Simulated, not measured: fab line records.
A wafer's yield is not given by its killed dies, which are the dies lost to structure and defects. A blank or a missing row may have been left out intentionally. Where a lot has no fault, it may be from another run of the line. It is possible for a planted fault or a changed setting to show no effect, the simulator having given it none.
fab line records | flow nand_harc
record: lots: 12 | wafers: 36 | last_day: 33
route steps=1302 shown A_CONTACT@1099 A_BLC@1115 END@1302
lots that met no fault: taken from a fault-free run of the same line
start_h: start of the lot's first displayed wafer, in hours after the record's first day | wait_h: time in hours since the lot's previous step | " identical to the entry in the row above | L1.1+2: several wafers, shown together as one row | - value missing, or start not given | * or withheld: withheld | < > ~ a bound
route shown NAME@n: NAME is a module with steps in the file, n the number in the route of the first one | usual: mean/standard deviation of fault-free wafers | same: alike in all rows | chamber/n: place in a boat | sites: each site's reading | _std_site: standard deviation across them | _edge_site: the outer-site mean with the inner-site mean subtracted | radius_mm: for every site, how far away it sits from the centre of the wafer | mask NAME#n: copy n | behind: tool/chamber where the wafer was last shaped | hold: what put the lot on hold/how long, in hours/how the hold closed | device: which transistor (n, p or np) failed to switch | end of line: the route-end tests of the same wafers | a step without rows: its recipe alone | killed: count of dies lost to structure and defects at first sort (not the wafer's yield) | map: the dies of a wafer, with x for killed, . for not killed, _ for no die there
set.NAME: the setting the step ran with; set.NAME@STEP: the setting that earlier step ran with | model.NAME: the simulator's own value behind a step, which no gauge read
one table for each step of the route and one row for each wafer, over a sample of lots
services: a tool's chamber out of use, with start hour (start_h, from the record's first day; less than 0 if before it), hours out, and reason
== steps ==
step: NHARC_A_CONTACT_STRIP_26
recipe: o2_flow_sccm: 500 | ar_flow_sccm: 0 | bias_w: 0 | chemistry: O2
usual: drypump_motor_current_A: 5.8/0.69 | oes_product_au: 1.003/0.0066 | rf_vpp_V: 57.9/0.88 | showerhead_plenum_p_Torr: 3.57/0.16 | throttle_valve_pct: 17.037/0.0093
lot.wafer | tool        | chamber | start_h | wait_h | drypump_motor_current_A | oes_product_au | rf_hours_counter_h | rf_vpp_V | showerhead_plenum_p_Torr | throttle_valve_pct
L815.3    | rie_diel-12 | 0       | -       | -      | 5.0                     | 0.994          | 16                 | 59.0     | 3.80                     | 17.044
L815.1    | "           | 2       | "       | "      | 6.4                     | 0.994          | 20                 | 57.2     | 3.36                     | 17.049
L815.6    | "           | 1       | "       | "      | 4.8                     | 1.005          | -                  | 58.1     | 3.47                     | 17.059
L819.2    | rie_diel-12 | 1       | -       | -      | 4.8                     | 0.991          | 26                 | 57.3     | 3.46                     | 17.033
L819.3    | "           | 0       | "       | "      | 5.0                     | 1.003          | 22                 | 57.2     | 3.80                     | 17.038
L819.5    | "           | 1       | "       | "      | 4.8                     | 0.993          | -                  | 58.4     | 3.46                     | 17.024
L818.1    | rie_diel-12 | 0       | -       | -      | 5.0                     | 1.004          | 23                 | 58.3     | 3.79                     | 17.033
L818.4    | "           | 2       | "       | "      | 6.4                     | 1.008          | 27                 | 56.9     | 3.36                     | 17.043
L818.5    | "           | 1       | "       | "      | 4.8                     | 1.012          | -                  | 57.8     | 3.46                     | 17.050
L820.3    | rie_diel-04 | 1       | -       | -      | 5.1                     | 0.996          | 1                  | 57.8     | 3.49                     | 17.039
L820.2    | "           | 3       | "       | "      | 6.2                     | 1.003          | 4                  | 58.8     | 3.56                     | 17.048
L820.5    | "           | 2       | "       | "      | 5.7                     | 0.998          | -                  | 60.4     | 3.67                     | 17.036
L821.2    | rie_diel-13 | 0       | -       | -      | 6.5                     | 1.007          | 13                 | 58.9     | 3.33                     | 17.038
L821.1    | "           | 1       | "       | "      | 5.2                     | 1.003          | 15                 | 56.4     | 3.46                     | 17.048
L821.5    | "           | 0       | "       | "      | 6.5                     | 0.996          | -                  | 58.2     | 3.33                     | 17.038
L824.2    | rie_diel-04 | 1       | -       | -      | 5.1                     | 1.004          | 9                  | 58.5     | 3.48                     | 17.034
L824.3    | "           | 2       | "       | "      | 5.7                     | 1.007          | 10                 | 57.1     | 3.66                     | 17.043
L824.6    | "           | 3       | "       | "      | 6.3                     | 1.007          | -                  | 58.1     | 3.55                     | 17.058
L826.2    | rie_diel-04 | 3       | -       | -      | 6.3                     | 1.011          | 16                 | 58.6     | 3.55                     | 17.020
L826.6    | "           | 1       | "       | "      | 5.1                     | 1.007          | -                  | 57.8     | 3.48                     | 17.043
L826.5    | "           | 2       | "       | "      | 5.7                     | 1.001          | -                  | 57.3     | 3.66                     | 17.042
L827.2    | rie_diel-13 | 0       | -       | -      | 6.5                     | 0.995          | 44                 | 56.5     | 3.32                     | 17.025
L827.4    | "           | 2       | "       | "      | 5.8                     | 1.001          | 42                 | 56.2     | 3.33                     | 17.031
L827.5    | "           | 0       | "       | "      | 6.5                     | 1.000          | -                  | 57.7     | 3.32                     | 17.031
L831.4    | rie_diel-12 | 3       | -       | -      | 6.3                     | 1.001          | 23                 | 59.4     | 3.67                     | 17.036
L831.5    | "           | 2       | "       | "      | 6.4                     | 1.009          | -                  | 57.7     | 3.32                     | 17.024
L831.6    | "           | 3       | "       | "      | 6.3                     | 1.006          | -                  | 57.7     | 3.67                     | 17.063
L835.2    | rie_diel-12 | 1       | -       | -      | 4.8                     | 1.001          | 31                 | 57.1     | 3.43                     | 17.037
L835.5    | "           | 1       | "       | "      | 4.8                     | 0.995          | -                  | 58.7     | 3.43                     | 17.043
L835.6    | "           | 2       | "       | "      | 6.4                     | 1.004          | -                  | 57.1     | 3.32                     | 17.035
L837.1    | rie_diel-12 | 0       | -       | -      | 5.0                     | 0.996          | 32                 | 58.2     | 3.76                     | 17.037
L837.6    | "           | 3       | "       | "      | 6.3                     | 1.003          | -                  | 59.7     | 3.67                     | 17.043
L837.5    | "           | 0       | "       | "      | 5.0                     | 1.005          | -                  | 57.2     | 3.76                     | 17.037
L838.2    | rie_diel-12 | 0       | -       | -      | 5.0                     | 1.003          | 35                 | 58.9     | 3.76                     | 17.041
L838.1    | "           | 1       | "       | "      | 4.8                     | 1.003          | 36                 | 57.9     | 3.43                     | 17.029
L838.6    | "           | 2       | "       | "      | 6.5                     | 0.994          | -                  | 58.5     | 3.32                     | 17.033
step: NHARC_A_CONTACT_CMP_20
recipe: t_overpolish_s: 30 | target_thk_nm: 300
usual: motor_current_A: 11.3/0.94 | overpolish_run_s: 30.000/0.009 | time_to_endpoint_s: 59/3.1
same: t_overpolish_s: 30
lot.wafer | tool   | chamber | start_h | wait_h | motor_current_A | overpolish_run_s | time_to_endpoint_s
L815.3    | cmp-02 | 3       | 516.92  | 0.4    | 13.0            | 30.009           | 61
L815.1    | "      | 0       | "       | "      | 11.1            | 29.998           | 55
L815.6    | "      | 2       | "       | "      | 10.5            | 30.012           | 57
L819.3    | cmp-04 | 2       | 535.16  | 0.4    | 10.5            | 29.996           | 55
L819.2    | "      | 0       | "       | "      | 11.2            | 29.999           | 58
L819.5    | "      | 3       | "       | "      | 12.0            | 30.002           | 55
L818.1    | cmp-02 | 0       | 538.98  | 1.4    | 10.8            | 29.999           | 53
L818.4    | "      | 1       | "       | "      | 12.9            | 30.004           | 55
L818.5    | "      | 2       | "       | "      | 11.3            | 29.987           | 56
L820.3    | cmp-02 | 2       | 554.08  | 0.5    | 11.2            | 29.999           | 55
L820.2    | "      | 3       | "       | "      | 12.3            | 30.008           | 58
L820.5    | "      | 3       | "       | "      | 12.2            | 30.010           | 57
L821.2    | cmp-04 | 0       | 567.40  | 0.6    | 10.9            | 30.006           | 57
L821.1    | "      | 2       | "       | "      | 10.0            | 29.987           | 57
L821.5    | "      | 1       | "       | "      | 10.8            | 29.998           | 61
L824.3    | cmp-03 | 3       | 614.04  | 0.4    | 11.6            | 29.999           | 57
L824.2    | "      | 0       | "       | "      | 10.7            | 30.002           | 57
L824.6    | "      | 2       | "       | "      | 11.4            | 30.014           | 59
L826.2    | cmp-03 | 3       | 626.39  | 0.6    | 11.7            | 29.994           | 58
L826.5    | "      | 3       | "       | "      | 11.4            | 29.996           | 58
L826.6    | "      | 0       | "       | "      | 9.9             | 29.994           | 59
L827.2    | cmp-03 | 0       | 642.38  | 0.7    | 9.9             | 29.993           | 59
L827.4    | "      | 1       | "       | "      | 11.9            | 29.999           | 62
L827.5    | "      | 3       | "       | "      | 11.5            | 29.992           | 63
L831.4    | cmp-03 | 0       | 699.16  | 0.5    | 9.8             | 30.003           | 53
L831.6    | "      | 3       | "       | "      | 11.8            | 29.998           | 53
L831.5    | "      | 0       | "       | "      | 9.3             | 30.012           | 54
L835.2    | cmp-04 | 0       | 715.51  | 0.8    | 11.0            | 29.980           | 60
L835.6    | "      | 3       | "       | "      | 13.1            | 30.010           | 61
L835.5    | "      | 0       | "       | "      | 11.1            | 29.996           | 56
L837.1    | cmp-04 | 2       | 728.46  | 0.7    | 10.7            | 30.015           | 61
L837.5    | "      | 1       | "       | "      | 10.4            | 29.999           | 65
L837.6    | "      | 2       | "       | "      | 10.2            | 29.992           | 60
L838.1    | cmp-03 | 2       | 743.22  | 0.6    | 11.0            | 29.983           | 59
L838.2    | "      | 1       | "       | "      | 11.8            | 30.022           | 56
L838.6    | "      | 2       | "       | "      | 11.2            | 29.993           | 56
step: NHARC_A_CONTACT_INSPECT_23
usual: raw_defect_count: 517/140
lot.wafer | tool              | chamber | start_h | wait_h | raw_defect_count
L815.1    | defect_inspect-01 | -       | 517.30  | 0.1    | 609
L815.3    | "                 | -       | "       | "      | 515
L815.6    | "                 | -       | "       | "      | 524
L819.2    | defect_inspect-02 | -       | 535.57  | 0.1    | 393
L819.3    | "                 | -       | "       | "      | 458
L819.5    | "                 | -       | "       | "      | 446
L818.1    | defect_inspect-02 | -       | 539.33  | 0.1    | 519
L818.4    | "                 | -       | "       | "      | 562
L818.5    | "                 | -       | "       | "      | 608
L820.2    | defect_inspect-02 | -       | 554.48  | 0.1    | 922
L820.3    | "                 | -       | "       | "      | 912
L820.5    | "                 | -       | "       | "      | 650
L821.1    | defect_inspect-02 | -       | 567.85  | 0.1    | 397
L821.2    | "                 | -       | "       | "      | 409
L821.5    | "                 | -       | "       | "      | 443
L824.2    | defect_inspect-01 | -       | 614.39  | 0.1    | 422
L824.3    | "                 | -       | "       | "      | 595
L824.6    | "                 | -       | "       | "      | 610
L826.2    | defect_inspect-02 | -       | 626.82  | 0.1    | 589
L826.5    | "                 | -       | "       | "      | 456
L826.6    | "                 | -       | "       | "      | 617
L827.2    | defect_inspect-02 | -       | 642.74  | 0.1    | 593
L827.4    | "                 | -       | "       | "      | 521
L827.5    | "                 | -       | "       | "      | 665
L831.4    | defect_inspect-02 | -       | 699.54  | 0.1    | 580
L831.5    | "                 | -       | "       | "      | 587
L831.6    | "                 | -       | "       | "      | 417
L835.2    | defect_inspect-02 | -       | 715.89  | 0.1    | 535
L835.5    | "                 | -       | "       | "      | 496
L835.6    | "                 | -       | "       | "      | 530
L837.1    | defect_inspect-02 | -       | 728.85  | 0.1    | 278
L837.5    | "                 | -       | "       | "      | 531
L837.6    | "                 | -       | "       | "      | 582
L838.1    | defect_inspect-01 | -       | 743.61  | 0.1    | 535
L838.2    | "                 | -       | "       | "      | 507
L838.6    | "                 | -       | "       | "      | 735
step: NHARC_A_BLC_PEB_08
recipe: peb_temp_c: 100 | peb_time_s: 65
usual: exhaust_pa: 45.2/0.87 | heater_power_total_W: 156.6/0.43
lot.wafer | tool           | chamber | start_h | wait_h | exhaust_pa | heater_power_total_W
L815.1    | litho_track-06 | 0       | 517.61  | 0.1    | 46.4       | 157.0
L815.3    | "              | 0       | "       | "      | 46.3       | 156.5
L815.6    | "              | 0       | "       | "      | 45.9       | 156.0
L819.2    | litho_track-01 | 0       | 536.00  | 0.1    | 46.3       | 157.1
L819.3    | "              | 0       | "       | "      | 46.7       | 156.4
L819.5    | "              | 0       | "       | "      | 45.8       | 157.1
L818.1    | litho_track-01 | 0       | 539.76  | 0.1    | 44.6       | 155.9
L818.4    | "              | 0       | "       | "      | 46.2       | 156.3
L818.5    | "              | 0       | "       | "      | 45.0       | 156.7
L820.2    | litho_track-06 | 0       | 554.91  | 0.1    | 43.8       | 157.1
L820.3    | "              | 0       | "       | "      | 43.8       | 157.2
L820.5    | "              | 0       | "       | "      | 42.4       | 156.7
L821.1    | litho_track-06 | 0       | 568.28  | 0.1    | 44.9       | 157.0
L821.2    | "              | 0       | "       | "      | 44.6       | 156.0
L821.5    | "              | 0       | "       | "      | 44.2       | 156.5
L824.2    | litho_track-06 | 0       | 614.69  | 0.1    | 44.0       | 156.1
L824.3    | "              | 0       | "       | "      | 44.8       | 156.1
L824.6    | "              | 0       | "       | "      | 45.4       | 157.1
L826.2    | litho_track-04 | 0       | 627.25  | 0.1    | 45.2       | 157.1
L826.5    | "              | 0       | "       | "      | 43.9       | 157.1
L826.6    | "              | 0       | "       | "      | 44.2       | 157.1
L827.2    | litho_track-06 | 0       | 643.04  | 0.1    | 46.2       | 155.9
L827.4    | "              | 0       | "       | "      | 46.0       | 156.5
L827.5    | "              | 0       | "       | "      | 46.0       | 157.2
L831.4    | litho_track-06 | 0       | 699.96  | 0.0    | 44.4       | 185.9
L831.5    | "              | 0       | "       | "      | 44.3       | 186.9
L831.6    | "              | 0       | "       | "      | 44.5       | 187.2
L835.2    | litho_track-06 | 0       | 716.19  | 0.1    | 45.9       | 187.1
L835.5    | "              | 0       | "       | "      | 45.1       | 187.1
L835.6    | "              | 0       | "       | "      | 45.7       | 186.6
L837.1    | litho_track-01 | 0       | 729.28  | 0.1    | 46.7       | 156.2
L837.5    | "              | 0       | "       | "      | 47.0       | 156.5
L837.6    | "              | 0       | "       | "      | 46.5       | 156.3
L838.1    | litho_track-04 | 0       | 744.04  | 0.1    | 45.7       | 157.2
L838.2    | "              | 0       | "       | "      | 44.4       | 157.1
L838.6    | "              | 0       | "       | "      | 44.1       | 157.1
step: NHARC_A_BLC_CD_MEAS_10
recipe: target_cd_nm: 100 | landing_energy_ev: 500
usual: cd_nm: 99.9/0.49
lot.wafer | tool      | chamber | start_h | wait_h | cd_nm
L815.1    | cd_sem-01 | 0       | 517.68  | -      | 99.8
L815.3    | "         | 0       | "       | "      | 100.3
L815.6    | "         | 0       | "       | "      | 99.3
L819.2    | cd_sem-02 | 0       | 536.08  | -      | 100.6
L819.3    | "         | 0       | "       | "      | 99.9
L819.5    | "         | 0       | "       | "      | 100.4
L818.1    | cd_sem-03 | 0       | 539.84  | -      | 99.9
L818.4    | "         | 0       | "       | "      | 100.8
L818.5    | "         | 0       | "       | "      | 99.9
L820.2    | cd_sem-03 | 0       | 554.99  | -      | 100.2
L820.3    | "         | 0       | "       | "      | 100.0
L820.5    | "         | 0       | "       | "      | 99.9
L821.1    | cd_sem-01 | 0       | 568.36  | -      | 99.5
L821.2    | "         | 0       | "       | "      | 100.7
L821.5    | "         | 0       | "       | "      | 99.7
L824.2    | cd_sem-02 | 0       | 614.77  | -      | 101.2
L824.3    | "         | 0       | "       | "      | 100.5
L824.6    | "         | 0       | "       | "      | 100.8
L826.2    | cd_sem-02 | 0       | 627.33  | -      | 99.4
L826.5    | "         | 0       | "       | "      | 99.0
L826.6    | "         | 0       | "       | "      | 99.1
L827.2    | cd_sem-02 | 0       | 643.12  | -      | 100.0
L827.4    | "         | 0       | "       | "      | 99.6
L827.5    | "         | 0       | "       | "      | 99.5
L831.4    | cd_sem-01 | 0       | 700.06  | -      | 88.4
L831.5    | "         | 0       | "       | "      | 88.2
L831.6    | "         | 0       | "       | "      | 88.0
L835.2    | cd_sem-01 | 0       | 716.27  | -      | 87.5
L835.5    | "         | 0       | "       | "      | 88.0
L835.6    | "         | 0       | "       | "      | 87.6
L837.1    | cd_sem-01 | 0       | 729.35  | -      | 99.7
L837.5    | "         | 0       | "       | "      | 99.2
L837.6    | "         | 0       | "       | "      | 99.7
L838.1    | cd_sem-01 | 0       | 744.12  | -      | 99.7
L838.2    | "         | 0       | "       | "      | 100.0
L838.6    | "         | 0       | "       | "      | 100.1
step: NHARC_END_SORT_01
recipe: temp_c: 25
usual: killed_at_array: 52/16 | killed_at_other: 0.8/1.1 | killed_at_periphery: 4.2/2.5 | killed_dies: 57/16 | killed_open: 3.4/2 | killed_short: 2.6/1.6
same: gross_dies: 677
lot.wafer | tool      | chamber | start_h | wait_h | killed_at_array | killed_at_other | killed_at_periphery | killed_dies | killed_open | killed_short
L820.2    | prober-01 | 0       | 603.41  | 2.8    | 79              | 0               | 2                   | 81          | 0           | 3
L820.3    | prober-01 | 0       | 604.21  | 3.1    | 63              | 0               | 2                   | 65          | 4           | 1
L820.5    | prober-01 | 0       | 605.82  | 3.7    | 90              | 0               | 3                   | 93          | 7           | 2
L824.2    | prober-01 | 0       | 660.67  | 2.8    | 33              | 1               | 4                   | 38          | 3           | 1
L824.3    | prober-01 | 0       | 661.46  | 3.1    | 27              | 0               | 7                   | 34          | 4           | 2
L824.6    | prober-01 | 0       | 663.84  | 4.0    | 32              | 1               | 2                   | 35          | 3           | 3
L831.4    | prober-01 | 0       | 745.34  | 3.4    | 56              | 2               | 7                   | 65          | 9           | 5
L831.5    | prober-01 | 0       | 746.14  | 3.7    | 57              | 1               | 5                   | 63          | 6           | 6
L831.6    | prober-01 | 0       | 746.95  | 4.0    | 63              | 1               | 5                   | 69          | 3           | 4
L835.2    | prober-01 | 0       | 770.08  | 2.8    | 70              | 0               | 3                   | 73          | 3           | 2
L835.5    | prober-01 | 0       | 772.49  | 3.7    | 84              | 1               | 3                   | 88          | 2           | 0
L835.6    | prober-01 | 0       | 773.29  | 4.0    | 86              | 0               | 3                   | 89          | 7           | 1
killed by level:class
L820.2 A_CHANNEL_HOLE_D1:chamber_film_flake=25 A_CHANNEL_HOLE_D2:chamber_film_flake=25 A_SLIT:chamber_film_flake=15 A_CONTACT:chamber_film_flake=5 A_STAIRCASE:chamber_film_flake=3 A_ZERO_WELL:chamber_film_flake=2 A_M0:chamber_film_flake=2 P_GATE:geometric_particle:short=1
L820.3 A_SLIT:chamber_film_flake=22 A_CHANNEL_HOLE_D1:chamber_film_flake=13 A_CHANNEL_HOLE_D2:chamber_film_flake=11 A_CONTACT:chamber_film_flake=6 A_STAIRCASE:chamber_film_flake=3 A_CHANNEL_FILL_D2:chamber_film_flake=2 A_M0:chamber_film_flake=2 P_CONTACT:geometric_particle:open=1
L820.5 A_CHANNEL_HOLE_D2:chamber_film_flake=31 A_CHANNEL_HOLE_D1:chamber_film_flake=23 A_SLIT:chamber_film_flake=16 A_CHANNEL_FILL_D1:chamber_film_flake=4 A_ZERO_WELL:chamber_film_flake=3 A_STAIRCASE:chamber_film_flake=3 A_CONTACT:geometric_particle:open=2 A_CONTACT:chamber_film_flake=2
L824.2 A_CHANNEL_HOLE_D2:chamber_film_flake=12 A_STAIRCASE:chamber_film_flake=6 A_WL_FILL:chamber_film_flake=4 A_CHANNEL_HOLE_D1:chamber_film_flake=3 A_SLIT:chamber_film_flake=3 P_M2:chamber_film_flake=2 P_BONDPAD:chamber_film_flake=2 A_DECK1_JOINT:geometric_particle:open=1
L824.3 A_CHANNEL_HOLE_D2:chamber_film_flake=13 A_STAIRCASE:chamber_film_flake=4 A_SLIT:chamber_film_flake=3 P_STI:chamber_film_flake=2 P_BONDPAD:chamber_film_flake=2 P_GATE:geometric_particle:open=1 P_CONTACT:geometric_particle:open=1 A_CHANNEL_FILL_D1:geometric_particle:short=1
L824.6 A_CHANNEL_HOLE_D2:chamber_film_flake=12 A_STAIRCASE:chamber_film_flake=7 A_CHANNEL_FILL_D1:geometric_particle:short=2 P_STI:chamber_film_flake=2 A_SLIT:chamber_film_flake=2 A_CONTACT:chamber_film_flake=2 A_ONON_D1:geometric_particle:open=1 A_WL_FILL:geometric_particle:short=1
L831.4 A_CHANNEL_HOLE_D2:chamber_film_flake=20 A_BLC:area_peb=9 A_CHANNEL_FILL_D1:chamber_film_flake=5 A_SLIT:chamber_film_flake=5 P_M0:geometric_particle:open=2 A_ONON_D1:geometric_particle:short=2 A_CHANNEL_FILL_D1:geometric_particle:open=2 A_WL_FILL:geometric_particle:open=2
L831.5 A_CHANNEL_HOLE_D2:chamber_film_flake=17 A_CHANNEL_HOLE_D1:chamber_film_flake=7 A_SLIT:chamber_film_flake=7 A_SGD_CUT:chamber_film_flake=6 A_WL_FILL:geometric_particle:short=4 P_CONTACT:geometric_particle:open=2 P_STI:chamber_film_flake=2 A_CHANNEL_FILL_D1:chamber_film_flake=2
L831.6 A_BLC:area_peb=19 A_CHANNEL_HOLE_D2:chamber_film_flake=17 A_CHANNEL_HOLE_D1:chamber_film_flake=10 A_SLIT:chamber_film_flake=5 A_DECK1_JOINT:chamber_film_flake=3 P_CONTACT:geometric_particle:open=2 P_GATE:chamber_film_flake=2 A_SGD_CUT:chamber_film_flake=2
L835.2 A_SLIT:chamber_film_flake=18 A_BLC:area_peb=18 A_CHANNEL_HOLE_D2:chamber_film_flake=14 A_CHANNEL_HOLE_D1:chamber_film_flake=6 A_CONTACT:chamber_film_flake=4 A_STAIRCASE:chamber_film_flake=3 A_WL_FILL:chamber_film_flake=2 P_M0:geometric_particle:open=1
L835.5 A_SLIT:chamber_film_flake=22 A_BLC:area_peb=22 A_CHANNEL_HOLE_D2:chamber_film_flake=21 A_CHANNEL_HOLE_D1:chamber_film_flake=8 A_CONTACT:chamber_film_flake=5 P_M1:chamber_film_flake=2 A_DECK1_JOINT:chamber_film_flake=2 A_STAIRCASE:chamber_film_flake=2
L835.6 A_SLIT:chamber_film_flake=29 A_CHANNEL_HOLE_D2:chamber_film_flake=20 A_BLC:area_peb=13 A_CHANNEL_HOLE_D1:chamber_film_flake=9 A_CONTACT:chamber_film_flake=3 A_CONTACT:geometric_particle:open=2 P_GATE:chamber_film_flake=2 A_DECK1_JOINT:chamber_film_flake=2
== services ==
tool           | chamber | start_h | hours | kind
cmp-04         | -       | 503.11  | 4.0   | pm
litho_track-01 | -       | 505.00  | 7.0   | pm
cmp-02         | -       | 510.12  | 2.3   | repair
cmp-02         | -       | 526.51  | 4.0   | pm
litho_track-06 | -       | 529.00  | 7.0   | pm
rie_diel-04    | -       | 532.01  | 9.0   | pm
rie_diel-04    | 2       | 541.95  | 6.8   | repair
cmp-03         | -       | 554.08  | 4.0   | pm
cmp-02         | -       | 581.55  | 3.5   | repair
rie_diel-12    | 3       | 581.97  | 1.5   | repair
cmp-04         | -       | 601.11  | 4.0   | pm
rie_diel-12    | 1       | 602.59  | 2.8   | repair
cmp-04         | -       | 619.26  | 0.5   | repair
rie_diel-12    | -       | 623.40  | 9.0   | pm
cmp-04         | -       | 633.08  | 0.3   | repair
rie_diel-12    | 1       | 650.10  | 4.9   | repair
cmp-03         | -       | 652.08  | 4.0   | pm
cmp-03         | -       | 658.86  | 0.5   | repair
cmp-04         | -       | 661.96  | 3.1   | repair
cmp-04         | -       | 699.18  | 4.0   | pm
cmp-03         | -       | 700.65  | 2.5   | repair
litho_track-06 | -       | 704.00  | 7.0   | pm
cmp-03         | -       | 709.19  | 0.3   | repair
cmp-04         | -       | 736.86  | 0.4   | repair
== key ==
first_sign: step: NHARC_A_BLC_PEB_08 | reading: heater_power_total_W | direction: up | sigmas: 70 | usual: * | struck: *
effect: step: NHARC_A_BLC_CD_MEAS_10 | reading: cd_nm | direction: down | sigmas: 25 | usual: 99.9 | struck: 87.9
met_at NHARC_A_BLC_PEB_08
struck_lots L831,L835
tester_left_out L831,L835
not_acting_at NHARC_A_CONTACT_STRIP_26,NHARC_A_CONTACT_CMP_20,NHARC_A_CONTACT_INSPECT_23
onset_between 643.04 699.96
fault: kind: process_parameter_drift | tool: litho_track-06 | chamber: - | onset_h: 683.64 | steps: NHARC_A_BLC_PEB_08 | channel: peb_time_s | offset: * | shape: step | end_h: 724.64 | acts_in: * | stated: *
tester_left_out: of these lots the tester's yield and bins aren't shown, on N5 and GAA mostly nor the transistor test; their killed dies are dies lost to structure and defects alone, not to doping, threshold or leakage, so they don't give the yield
